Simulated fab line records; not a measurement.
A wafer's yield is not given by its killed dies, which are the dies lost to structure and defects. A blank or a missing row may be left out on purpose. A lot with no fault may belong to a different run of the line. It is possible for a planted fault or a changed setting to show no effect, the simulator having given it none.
fab line records | flow nand_harc
record: lots: 14 wafers: 40 last_day: 26
route steps=1159 shown A_WL_FILL@814 A_CONTACT@840 END@1159
lots that met no fault: taken from a fault-free run of the same line
start_h: the number of hours between the record's first day and the start of the first shown wafer of the lot | wait_h: hours since the lot's step before | " repeats the value in the row above | L1.1+2: several wafers, shown together as one row | - value missing, or start not given | * or withheld: withheld | < > ~ a bound
route shown NAME@n: names a module that has steps shown in the file, with the first one's number in the route | usual: mean and standard deviation over wafers with no fault | same: alike in all rows | chamber/n: place in a boat | sites: each site's reading | _std_site: standard deviation of those values | _edge_site: mean of outer sites minus mean of inner sites | radius_mm: how far each site lies from the wafer's centre | mask NAME#n: copy n | behind: the last tool/chamber to shape the wafer | hold: what put the lot on hold/how long, in hours/how the hold closed | device: the n, p or np transistor that did not switch | end of line: the route-end tests of the same wafers | for a step that has no rows: nothing shown but its recipe | killed: count of dies lost to structure and defects at first sort (not the wafer's yield) | map: shows each die of a wafer: x if killed, . if not, _ if none is there
set.NAME: the setting that was run; set.NAME@STEP: the one run at that earlier step | model.NAME: the simulator's own value behind a step, which no gauge read
route steps across a sampled set of lots; one table per step, one row per wafer
services: when a tool's chamber went out of use (start_h, in hours from the record's first day, below 0 if earlier), for how many hours, and the reason
== steps ==
step: NHARC_A_WL_FILL_ETCHBACK_04
recipe: target_depth_a: 600 time_s: 120 chemistry: NF3
usual: drypump_motor_current_A: 5.8/0.38 oes_product_au: 0.998/0.01
columns lot.wafer tool chamber start_h wait_h drypump_motor_current_A oes_product_au rf_hours_counter_h
L846.3 rie_metal-02 0 339.04 1.9 5.5 0.989 -
L846.4 " 1 " " 6.3 1.005 -
L846.5 " 0 " " 5.5 0.989 -
L849.2 rie_metal-03 1 347.99 2.4 5.4 1.010 1.4
L849.1 " 0 " " 6.0 1.012 1.4
L849.5 " 1 " " 5.4 1.010 -
L852.2 rie_metal-01 0 374.96 2.9 6.2 1.006 1.0
L852.3 " 1 " " 5.5 1.000 -
L852.5 " 0 " " 6.2 1.004 -
L851.2 rie_metal-02 1 376.38 2.9 6.3 0.976 3.9
L851.4 " 1 " " 6.3 0.985 -
L851.5 " 0 " " 5.5 0.981 -
L855.2 rie_metal-03 1 391.75 2.4 5.4 1.018 2.7
L855.3 " 1 " " 5.4 1.012 -
L855.4 " 0 " " 6.0 1.007 -
L853.4 rie_metal-01 0 394.75 1.6 6.2 1.005 -
L853.6 " 1 " " 5.5 1.003 -
L853.5 " 0 " " 6.2 1.013 -
L854.3 rie_metal-01 0 401.76 1.9 6.2 1.011 -
L854.6 " 0 " " 6.2 0.992 -
L854.5 " 1 " " 5.5 0.984 -
L857.4 rie_metal-02 1 415.63 2.0 6.3 1.008 -
L857.6 " 0 " " 5.5 0.988 -
L861.2 rie_metal-01 0 415.70 2.4 6.2 1.014 2.3
L861.4 " 1 " " 5.6 0.999 -
L861.5 " 0 " " 6.2 1.014 -
L859.4 rie_metal-03 0 418.37 1.9 6.0 0.984 -
L859.6 " 1 " " 5.4 0.994 -
L858.2 rie_metal-02 0 418.59 2.4 5.4 0.996 0.5
L858.3 " 1 " " 6.3 1.013 -
L858.6 " 0 " " 5.5 0.991 -
L865.1 rie_metal-03 0 462.59 2.8 6.0 0.992 0.0
L865.2 " 1 " " 5.4 1.004 0.0
L865.5 " 1 " " 5.4 1.009 -
L868.2 rie_metal-02 1 490.40 2.4 6.3 0.985 2.4
L868.3 " 0 " " 5.4 0.989 -
L868.6 " 1 " " 6.3 0.990 -
L869.2 rie_metal-02 0 494.74 2.4 5.4 0.994 2.7
L869.4 " 0 " " 5.4 0.984 -
L869.6 " 1 " " 6.3 1.004 -
step: NHARC_A_WL_FILL_ETCHBACK_05
recipe: target_depth_a: 220 time_s: 60 temp_c: 40 chemistry: Cl2/BCl3
usual: drypump_motor_current_A: 5.8/0.38 oes_product_au: 0.998/0.01
columns lot.wafer tool chamber start_h wait_h drypump_motor_current_A oes_product_au rf_hours_counter_h
L846.4 rie_metal-02 1 339.24 0.1 6.3 0.994 -
L846.3 " 0 " " 5.4 0.990 -
L846.5 " 1 " " 6.4 0.987 -
L849.2 rie_metal-03 0 348.24 0.2 6.0 1.013 1.5
L849.1 " 1 " " 5.4 1.007 1.5
L849.5 " 0 " " 6.0 0.998 -
L852.2 rie_metal-01 1 375.16 0.2 5.5 0.996 1.1
L852.3 " 0 " " 6.2 1.002 -
L852.5 " 0 " " 6.1 1.004 -
L851.2 rie_metal-02 0 376.60 0.2 5.4 0.999 4.1
L851.4 " 1 " " 6.3 0.976 -
L851.5 " 1 " " 6.3 0.978 -
L855.2 rie_metal-03 1 391.99 0.2 5.4 1.004 2.9
L855.4 " 1 " " 5.4 1.008 -
L855.3 " 0 " " 6.0 1.001 -
L853.4 rie_metal-01 1 394.92 0.1 5.5 0.991 -
L853.6 " 1 " " 5.5 0.992 -
L853.5 " 0 " " 6.2 1.003 -
L854.3 rie_metal-01 1 401.97 0.2 5.5 0.990 -
L854.5 " 0 " " 6.2 1.024 -
L854.6 " 1 " " 5.5 0.988 -
L857.4 rie_metal-02 0 415.79 0.1 5.4 0.993 -
L857.6 " 0 " " 5.4 0.983 -
L861.2 rie_metal-01 0 415.94 0.2 6.2 1.008 2.4
L861.4 " 0 " " 6.2 1.003 -
L861.5 " 1 " " 5.5 0.985 -
L859.4 rie_metal-03 1 418.58 0.2 5.4 1.009 -
L859.6 " 1 " " 5.4 1.010 -
L858.2 rie_metal-02 1 418.81 0.2 6.3 1.004 0.7
L858.3 " 1 " " 6.3 1.003 -
L858.6 " 0 " " 5.5 0.983 -
L865.1 rie_metal-03 1 462.83 0.2 5.5 1.015 0.1
L865.2 " 0 " " 6.0 0.994 0.1
L865.5 " 0 " " 6.0 0.997 -
L868.2 rie_metal-02 1 490.66 0.2 6.4 1.009 2.6
L868.3 " 1 " " 6.4 0.999 -
L868.6 " 0 " " 5.5 0.994 -
L869.2 rie_metal-02 0 494.98 0.2 5.4 0.978 2.8
L869.4 " 0 " " 5.5 0.990 -
L869.6 " 0 " " 5.4 0.976 -
step: NHARC_A_CONTACT_DEP_24
recipe: target_thk_a: 5000 temp_c: 400 pressure_torr: 6.5 rf_w: 900 teos_flow_sccm: 161.4 flow_sccm: 2650 target_thk_nm: 500 gas: O2 material: SiO2
usual: heater_power_w: 524/69 rf_fwd_power_W: 898.5/2.5 showerhead_vpp_V: 1859/83 susceptor_temp_C: 399.99/0.21 throttle_valve_pct: 15.7/0.56
columns lot.wafer tool chamber start_h wait_h heater_power_w rf_fwd_power_W showerhead_vpp_V susceptor_temp_C throttle_valve_pct
L846.3 pecvd-01 2 361.26 0.1 624 902.2 1912 399.82 15.4
L846.5 " 2 " " 636 902.7 1904 399.99 15.5
L846.4 " 0 " " 555 898.9 1765 399.92 15.8
L849.2 pecvd-03 2 370.07 0.1 495 899.8 1846 400.07 16.1
L849.1 " 0 " " 624 898.4 1892 399.96 16.5
L849.5 " 0 " " 462 899.1 1919 400.27 16.5
L852.3 pecvd-03 0 396.97 0.1 543 896.9 1905 400.13 16.7
L852.2 " 2 " " 445 898.6 1846 399.93 16.0
L852.5 " 1 " " 475 901.1 1944 400.16 15.0
L851.2 pecvd-02 1 399.79 0.2 593 902.9 1927 399.77 15.6
L851.4 " 0 " " 500 896.4 1697 400.32 15.0
L851.5 " 1 " " 501 901.0 1936 400.02 15.2
L853.6 pecvd-01 0 413.71 0.3 598 893.7 1733 400.12 16.1
L853.4 " 1 " " 509 899.2 1861 399.98 16.4
L853.5 " 2 " " 539 898.4 1906 399.59 15.7
L855.2 pecvd-02 1 413.95 0.3 594 893.6 1912 399.82 15.2
L855.3 " 0 " " 546 898.9 1677 400.06 14.9
L855.4 " 1 " " 438 894.3 1930 399.91 15.4
L854.3 pecvd-02 0 424.78 0.1 509 901.8 1681 400.13 14.9
L854.5 " 2 " " 406 901.3 1949 400.08 15.4
L854.6 " 0 " " 554 898.3 1695 399.49 14.9
L859.6 pecvd-02 1 439.79 0.2 553 897.0 1916 399.90 15.9
L859.4 " 0 " " 675 535.5 1308 400.34 15.0
L857.4 pecvd-02 0 440.31 0.3 592 537.8 1328 400.27 15.3
L857.6 " 1 " " 592 897.5 1893 400.46 15.5
L861.2 pecvd-03 0 444.05 0.2 575 900.0 1917 400.01 16.8
L861.5 " 2 " " 505 897.3 1894 399.90 16.2
L861.4 " 0 " " 579 897.3 1926 400.52 16.4
L858.3 pecvd-03 0 446.24 0.1 523 897.7 1931 400.02 16.9
L858.2 " 2 " " 538 900.4 1851 399.76 16.3
L858.6 " 1 " " 431 900.5 1945 399.82 15.0
L865.2 pecvd-01 0 488.34 0.1 510 897.9 1757 399.87 15.5
L865.1 " 1 " " 568 897.0 1831 400.18 16.5
L865.5 " 0 " " 521 894.3 1743 400.09 15.8
L868.3 pecvd-01 2 511.93 0.1 605 901.4 1926 400.06 15.9
L868.2 " 1 " " 550 896.6 1835 399.93 16.2
L868.6 " 2 " " 623 902.2 1920 400.12 15.8
L869.2 pecvd-01 1 525.13 0.2 582 893.9 1870 399.99 16.2
L869.6 " 2 " " 519 899.2 1898 400.07 15.6
L869.4 " 1 " " 441 898.8 1866 400.10 16.4
step: NHARC_A_CONTACT_CD_MEAS_42
recipe: target_cd_nm: 200 landing_energy_ev: 500
usual: cd_nm: 200.2/0.49
columns lot.wafer tool chamber start_h wait_h cd_nm
L846.3 cd_sem-01 0 364.74 - 200.4
L846.4 " 0 " " 200.7
L846.5 " 0 " " 200.3
L849.1 cd_sem-03 0 376.37 - 199.6
L849.2 " 0 " " 200.5
L849.5 " 0 " " 199.7
L852.2 cd_sem-02 0 402.56 - 200.7
L852.3 " 0 " " 200.5
L852.5 " 0 " " 199.8
L851.2 cd_sem-03 0 404.75 - 199.9
L851.4 " 0 " " 199.4
L851.5 " 0 " " 199.7
L853.4 cd_sem-01 0 417.20 - 199.6
L853.5 " 0 " " 200.9
L853.6 " 0 " " 200.6
L855.2 cd_sem-02 0 419.33 - 200.5
L855.3 " 0 " " 200.9
L855.4 " 0 " " 201.2
L854.3 cd_sem-03 0 428.91 - 200.5
L854.5 " 0 " " 200.9
L854.6 " 0 " " 200.3
L857.4 cd_sem-02 0 446.42 - 200.4
L857.6 " 0 " " 200.2
L861.2 cd_sem-03 0 448.51 - 199.6
L861.4 " 0 " " 199.6
L861.5 " 0 " " 200.3
L859.4 cd_sem-03 0 448.90 - 199.5
L859.6 " 0 " " 200.5
L858.2 cd_sem-03 0 450.38 - 200.6
L858.3 " 0 " " 199.5
L858.6 " 0 " " 199.6
L865.1 cd_sem-01 0 493.65 - 199.4
L865.2 " 0 " " 199.5
L865.5 " 0 " " 200.5
L868.2 cd_sem-03 0 517.46 - 200.0
L868.3 " 0 " " 200.9
L868.6 " 0 " " 201.1
L869.2 cd_sem-01 0 529.80 - 199.6
L869.4 " 0 " " 200.5
L869.6 " 0 " " 200.3
step: NHARC_END_SORT_01
recipe: temp_c: 25
usual: killed_at_array: 27/11 killed_at_other: 0.6/1 killed_at_periphery: 3.0/2.1 killed_dies: 31/12 killed_open: 3.2/1.7 killed_short: 1.7/1.4
same: gross_dies: 677
columns lot.wafer tool chamber start_h wait_h killed_at_array killed_at_other killed_at_periphery killed_dies killed_open killed_short
L853.4 prober-01 0 492.50 3.4 28 1 2 31 3 2
L853.5 prober-01 0 493.32 3.8 24 0 4 28 4 1
L854.6 prober-02 0 508.54 3.9 27 0 3 30 2 1
L859.4 prober-02 0 528.66 3.4 12 0 2 14 4 0
L859.6 prober-02 0 530.24 3.9 10 0 2 12 3 1
L857.4 prober-01 0 530.50 3.4 18 1 2 21 2 0
L857.6 prober-01 0 532.12 4.0 26 0 6 32 4 3
killed by level:class
L853.4 A_CHANNEL_HOLE_D1:chamber_film_flake=15 A_STAIRCASE:chamber_film_flake=4 A_ZERO_WELL:chamber_film_flake=2 A_WL_FILL:chamber_film_flake=2 P_M2:geometric_particle:open=1 A_ONON_D1:geometric_particle:open=1 A_WL_FILL:geometric_particle:short=1 A_CONTACT:geometric_particle:open=1
L853.5 A_CHANNEL_HOLE_D1:chamber_film_flake=15 A_WL_FILL:chamber_film_flake=3 P_M0:geometric_particle:open=2 A_ZERO_WELL:chamber_film_flake=2 P_M1:geometric_particle:open=1 A_SLIT:geometric_particle:short=1 A_M1:geometric_particle:open=1 P_STI:chamber_film_flake=1
L854.6 A_SLIT:chamber_film_flake=11 A_CHANNEL_HOLE_D1:chamber_film_flake=4 A_STAIRCASE:chamber_film_flake=4 A_ZERO_WELL:chamber_film_flake=3 A_WL_FILL:chamber_film_flake=2 P_CONTACT:geometric_particle:short=1 A_CHANNEL_HOLE_D1:geometric_particle:open=1 A_M0:geometric_particle:open=1
L859.4 A_STAIRCASE:chamber_film_flake=5 A_CONTACT:geometric_particle:open=2 A_CHANNEL_HOLE_D1:geometric_particle:open=1 A_SGD_CUT:geometric_particle:open=1 P_ZERO_WELL:chamber_film_flake=1 P_STI:chamber_film_flake=1 A_CHANNEL_HOLE_D1:chamber_film_flake=1 A_CONTACT:chamber_film_flake=1
L859.6 A_CHANNEL_HOLE_D1:chamber_film_flake=3 A_CONTACT:chamber_film_flake=2 P_M0:geometric_particle:short=1 A_CHANNEL_FILL_D1:geometric_particle:open=1 A_SGD_CUT:geometric_particle:open=1 A_CONTACT:geometric_particle:open=1 P_ZERO_WELL:chamber_film_flake=1 A_STAIRCASE:chamber_film_flake=1
L857.4 A_CHANNEL_HOLE_D1:chamber_film_flake=12 A_STAIRCASE:chamber_film_flake=4 P_CONTACT:geometric_particle:open=1 A_WL_FILL:geometric_particle:open=1 P_GATE:chamber_film_flake=1 A_CHANNEL_FILL_D1:chamber_film_flake=1 THIN_TSV:chamber_film_flake=1
L857.6 A_CHANNEL_HOLE_D1:chamber_film_flake=15 A_STAIRCASE:chamber_film_flake=4 P_M0:geometric_particle:open=2 P_GATE:geometric_particle:open=1 P_CONTACT:geometric_particle:open=1 A_CHANNEL_HOLE_D1:geometric_particle:short=1 A_CHANNEL_FILL_D1:geometric_particle:short=1 A_WL_FILL:geometric_particle:short=1
== services ==
columns tool chamber start_h hours kind
rie_metal-01 - 332.00 9.0 pm
rie_metal-01 0 332.00 9.0 vent_cycle
rie_metal-01 1 332.00 9.0 vent_cycle
pecvd-02 - 334.00 13.0 pm
rie_metal-01 0 341.00 - clean
rie_metal-01 1 341.00 - clean
rie_metal-02 - 364.71 2.1 repair
rie_metal-03 - 366.37 0.4 repair
rie_metal-02 - 388.00 9.0 pm
rie_metal-02 0 388.00 9.0 vent_cycle
rie_metal-02 1 388.00 9.0 vent_cycle
rie_metal-02 0 397.00 - clean
rie_metal-02 1 397.00 - clean
pecvd-01 - 418.23 13.0 pm
rie_metal-03 - 453.00 9.0 pm
pecvd-02 2 453.91 2.9 repair
pecvd-03 - 473.08 13.0 pm
pecvd-01 - 486.28 1.0 repair
rie_metal-03 - 493.39 1.0 repair
rie_metal-01 - 509.16 9.0 pm
rie_metal-01 0 509.16 9.0 vent_cycle
rie_metal-01 1 509.16 9.0 vent_cycle
pecvd-02 - 515.05 13.0 pm
rie_metal-01 0 518.16 - clean
== key ==
first_sign: step: NHARC_A_CONTACT_DEP_24 reading: rf_fwd_power_W direction: down sigmas: 99+ usual: * struck: *
effect: step: NHARC_A_CONTACT_DEP_24 reading: showerhead_vpp_V direction: down sigmas: 6.5 usual: 1859 struck: 1318
met_at NHARC_A_CONTACT_DEP_24
struck_lots L857,L859
struck_wafers L857.4,L859.4
tester_left_out L857,L859
not_acting_at NHARC_A_WL_FILL_ETCHBACK_04,NHARC_A_WL_FILL_ETCHBACK_05,NHARC_A_CONTACT_CD_MEAS_42
onset_between 424.78 439.79
fault: kind: process_parameter_drift tool: pecvd-02 chamber: 0 onset_h: 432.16 steps: NHARC_A_CONTACT_DEP_24 channel: rf_w offset: * shape: step end_h: 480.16 acts_in: * stated: *
tester_left_out: of these lots the tester's yield and bins aren't shown, on N5 and GAA mostly nor the transistor test; their killed dies are dies lost to structure and defects alone, not to doping, threshold or leakage, so they don't give the yield
